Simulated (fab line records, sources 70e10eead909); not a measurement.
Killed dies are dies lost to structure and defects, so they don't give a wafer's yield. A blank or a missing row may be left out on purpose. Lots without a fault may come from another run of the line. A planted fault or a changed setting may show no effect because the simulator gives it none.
A struck lot beside a sound one | flow nand_harc | 14 steps out of a route of 1159
Sound: wafers L145.2, L145.5, L145.6. Struck: wafers L153.2, L153.4, L153.6. The cause comes at the end.
At each step with rows: each side's tool, then ch and its chambers, then its first start. Under that, the readings that differ: sound wafers | struck wafers | difference of the means | sigmas: that difference in standard deviations of wafers without a fault.
alike: readings whose means differ by less than 2 such deviations, and words and numbers that are the same on both sides. not compared: withheld readings, readings that some wafer has no value for, bounds like >300 that may hide the same value, and numbers for which the record gives no deviation and whose values overlap.
The two part at a step that has a row with sigmas, a row that says differs or no value, or rows on one side only. Numbers that don't overlap but have no deviation are shown without sigmas and don't part them. A reading that every wafer of one side lacks parts them only if that side has two wafers or more.

first, 4 steps without rows for these wafers: NHARC_A_STAIRCASE_TRIM_187 (chemistry O2, time 211.2 s); NHARC_A_STAIRCASE_ETCH_188 (etches the open film in C4F8/O2, target depth 100 nm, time 40.5 s); NHARC_A_STAIRCASE_TRIM_189 (chemistry O2, time 211.2 s); NHARC_A_STAIRCASE_ETCH_190 (etches the open film in C4F8/O2, target depth 100 nm, time 40.5 s).
NHARC_A_STAIRCASE_TRIM_191: chemistry O2, time 211.2 s.
  sound on rie_diel-01 ch 0,1,2; struck on rie_diel-01 ch 0,2,3
  alike: drypump_motor_current_A, mfc_ar_sccm, oes_product_au, rf_vpp_V, showerhead_plenum_p_Torr, throttle_valve_pct
  not compared: rf_hours_counter_h
then, 1 step without rows for these wafers: NHARC_A_STAIRCASE_ETCH_192 (etches the open film in C4F8/O2, target depth 100 nm, time 40.5 s).
NHARC_A_STAIRCASE_TRIM_193: chemistry O2, time 211.2 s.
  sound on rie_diel-01 ch 0,3; struck on rie_diel-01 ch 0,3
  alike: drypump_motor_current_A, mfc_ar_sccm, oes_product_au, rf_vpp_V, showerhead_plenum_p_Torr, throttle_valve_pct
  not compared: rf_hours_counter_h
NHARC_A_STAIRCASE_ETCH_194: etches the open film in C4F8/O2, target depth 100 nm, time 40.5 s.
  sound on rie_diel-01 ch 2,3; struck on rie_diel-01 ch 0,1
  alike: bias_w, oes_product_au, rf_fwd_power_W, rf_vpp_V
  not compared: rf_hours_counter_h
then, 1 step without rows for these wafers: NHARC_A_STAIRCASE_TRIM_196 (chemistry O2, time 211.2 s).
NHARC_A_STAIRCASE_ETCH_197: etches the open film in C4F8/O2, target depth 100 nm, time 40.5 s.
  sound on rie_diel-01 ch 0,1; struck on rie_diel-02 ch 1,2
  alike: bias_w, oes_product_au, rf_fwd_power_W, rf_vpp_V
  not compared: rf_hours_counter_h
then, 1 step without rows for these wafers: NHARC_A_STAIRCASE_TRIM_198 (chemistry O2, time 211.2 s).
NHARC_A_STAIRCASE_ETCH_199: etches the open film in C4F8/O2, target depth 100 nm, time 40.5 s.
  sound on rie_diel-01 ch 0,2,3, day 12 00:45; struck on rie_diel-02 ch 1,2,3, day 14 00:54
  reading               | sound             | struck            | difference | sigmas
  oes_product_au (a.u.) | 0.956 0.936 0.956 | 0.866 0.870 0.852 | -0.087     | -6
  rf_fwd_power_W (W)    | 591 593 595       | 494 497 498       | -97        | -31
  alike: bias_w, rf_vpp_V
  not compared: rf_hours_counter_h
NHARC_A_STAIRCASE_TRIM_200: chemistry O2, time 211.2 s.
  sound on rie_diel-01 ch 0,3; struck on rie_diel-02 ch 1,3
  alike: drypump_motor_current_A, mfc_ar_sccm, oes_product_au, rf_vpp_V, showerhead_plenum_p_Torr, throttle_valve_pct
  not compared: rf_hours_counter_h
NHARC_END_SORT_01:
  the record has rows for the sound wafers here (prober-01 ch 0, day 20 13:33) and none for the struck ones

WHERE THEY PART
First at NHARC_A_STAIRCASE_ETCH_199; last, within this record, at NHARC_END_SORT_01.

WHY: what the simulator had put in
Process parameter drift: rie_diel-02, from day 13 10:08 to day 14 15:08, at NHARC_A_STAIRCASE_ETCH_199. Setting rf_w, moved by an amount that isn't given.
